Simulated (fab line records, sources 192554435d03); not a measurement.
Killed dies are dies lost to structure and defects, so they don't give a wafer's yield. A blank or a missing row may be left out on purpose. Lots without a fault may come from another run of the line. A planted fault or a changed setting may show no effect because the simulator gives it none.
A struck lot beside a sound one | flow n5_finfet | 15 steps out of a route of 1938
Sound: wafers L963.1, L963.4, L963.6. Struck: wafers L969.1, L969.3, L969.6. The cause comes at the end.
At each step with rows: each side's tool, then ch and its chambers, then its first start. Under that, the readings that differ: sound wafers | struck wafers | difference of the means | sigmas: that difference in standard deviations of wafers without a fault.
alike: readings whose means differ by less than 2 such deviations, and words and numbers that are the same on both sides. not compared: withheld readings, readings that some wafer has no value for, bounds like >300 that may hide the same value, and numbers for which the record gives no deviation and whose values overlap.
The two part at a step that has a row with sigmas, a row that says differs or no value, or rows on one side only. Numbers that don't overlap but have no deviation are shown without sigmas and don't part them. A reading that every wafer of one side lacks parts them only if that side has two wafers or more.

first, 8 steps without rows for these wafers: N5_MIM_TOP_LITHO_HMDS_01 (time 60 s); N5_MIM_TOP_LITHO_COAT_02; N5_MIM_TOP_LITHO_EBR_04; N5_MIM_TOP_LITHO_SOFTBAKE_03 (time 90 s); N5_MIM_TOP_LITHO_EXPOSE_05 (exposes mask MIM TOP, target cd 2000 nm); N5_MIM_TOP_LITHO_PEB_06; N5_MIM_TOP_LITHO_DEVELOP_07 (develop time 60 s); N5_MIM_TOP_LITHO_HARDBAKE_09 (time 120 s).
N5_MIM_TOP_LITHO_CD_MEAS_08: target cd 2000 nm.
  sound on cd_sem-03 ch 0, day 13 23:19; struck on cd_sem-03 ch 0, day 15 21:32
  alike: cd_nm
N5_MIM_TOP_LITHO_OVL_MEAS_11:
  sound on overlay-01 ch 0, day 13 23:20; struck on overlay-02 ch 0, day 15 21:34
  alike: MIM_TOP_OVL
N5_MIM_TOP_LITHO_INSPECT_12: inspects for defects (macro).
  sound on defect_inspect-02, day 13 23:22; struck on defect_inspect-02, day 15 21:35
  alike: raw_defect_count
N5_MIM_TOP_LITHO_DESCUM_10: chemistry O2, time 7.9 s.
  sound on rie_diel-05 ch 0,2, day 13 23:24; struck on rie_diel-06 ch 0,1,3, day 15 21:37
  alike: drypump_motor_current_A, oes_product_au, rf_vpp_V, showerhead_plenum_p_Torr, throttle_valve_pct
  not compared: rf_hours_counter_h
N5_MIM_TOP_ETCH_ETCH_00: etches TiN in Cl2/BCl3, target depth 38.5 nm.
  sound on rie_metal-02 ch 0,1, day 13 23:29; struck on rie_metal-01 ch 0,1, day 15 21:42
  reading                     | sound             | struck            | difference | sigmas
  bias_w (W)                  | 126.6 126.1 126.3 | 136.3 136.3 137.0 | +10.2      | +31
  drypump_motor_current_A (A) | 6.6 5.6 6.5       | 5.7 5.0 5.0       | -1.0       | -2
  alike: he_backside_leak_sccm, oes_ar_750_au, oes_product_au, throttle_valve_pct
  not compared: rf_hours_counter_h, model.MIM_TOP_ETCH.feature_depth_nm, model.etch.depth_nm
N5_MIM_TOP_ETCH_STRIP_01: strips in O2.
  sound on rie_diel-04 ch 0,3, day 13 23:40; struck on rie_diel-04 ch 1,2, day 15 21:51
  reading               | sound          | struck         | difference | sigmas
  oes_product_au (a.u.) | 0.72 0.74 0.76 | 0.94 0.78 0.95 | +0.15      | +2
  alike: drypump_motor_current_A, rf_vpp_V, showerhead_plenum_p_Torr, throttle_valve_pct
  not compared: rf_hours_counter_h
N5_PASSIVATION_PROBE_49:
  the record has rows for the sound wafers here (prober-02, day 14 10:35) and none for the struck ones

WHERE THEY PART
First at N5_MIM_TOP_ETCH_ETCH_00; last, within this record, at N5_PASSIVATION_PROBE_49.

WHY: what the simulator had put in
Process parameter drift: rie_metal-01, from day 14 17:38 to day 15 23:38, at N5_MIM_TOP_ETCH_ETCH_00. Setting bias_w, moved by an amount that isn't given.
